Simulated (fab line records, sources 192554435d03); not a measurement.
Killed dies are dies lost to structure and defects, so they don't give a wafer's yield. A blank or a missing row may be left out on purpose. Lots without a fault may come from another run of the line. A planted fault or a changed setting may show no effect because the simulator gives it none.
Chamber matching | flow n5_finfet | N5_BEOL_M11_PECVD_70 on pecvd-03: 3 sister chambers
The step deposits SiO2 from TEOS/O2, target thk 20 nm, time 22.7 s. 6 wafers are shown with their chamber, then 7 later ones without.

WAFERS WITH THEIR CHAMBER
wafer  | chamber | throttle_valve_pct (%) | heater_power_w (W)
L074.5 | 1       | 21.8                   | 656
L091.1 | 2       | 21.9                   | 731
L091.2 | 0       | 22.2                   | 637
L091.6 | 1       | 21.5                   | 675
L092.1 | 0       | 22.2                   | 773
L092.2 | 2       | 22.3                   | 754

WAFERS WITHOUT THEIR CHAMBER
wafer  | throttle_valve_pct (%) | heater_power_w (W)
L092.3 | 21.4                   | 720
L095.1 | 22.2                   | 753
L095.3 | 21.7                   | 723
L095.6 | 22.4                   | 762
L094.2 | 22.2                   | 801
L094.3 | 22.4                   | 749
L094.5 | 21.5                   | 661

WHICH CHAMBER EACH WENT THROUGH
wafer  | from the rows above          | in truth
L092.3 | can't be placed: 1 or 2      | 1
L095.1 | can't be placed: 2 or 0      | 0
L095.3 | can't be placed: 1 or 2 or 0 | 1
L095.6 | can't be placed: 0 or 2      | 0
L094.2 | can't be placed: 2 or 0      | 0
L094.3 | can't be placed: 0 or 2      | 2
L094.5 | 1                            | 1
Placed correctly: 1 of 7. Can't be placed from these rows: 6 (the true chamber is among the candidates in 6). Placed wrongly: 0.
How it was worked out, from the rows above alone: a wafer's distance from a chamber is the root of the sum, over the readings, of the square of ((its reading less the chamber's mean) divided by the reading's scatter). The wafer belongs to the nearest chamber; if the next one is less than 2 further off, it can't be placed. A chamber's mean is the mean of its shown wafers. The scatter: the root of (the sum of the squares of (reading less its chamber's mean) over the shown wafers, divided by (wafers less chambers)).
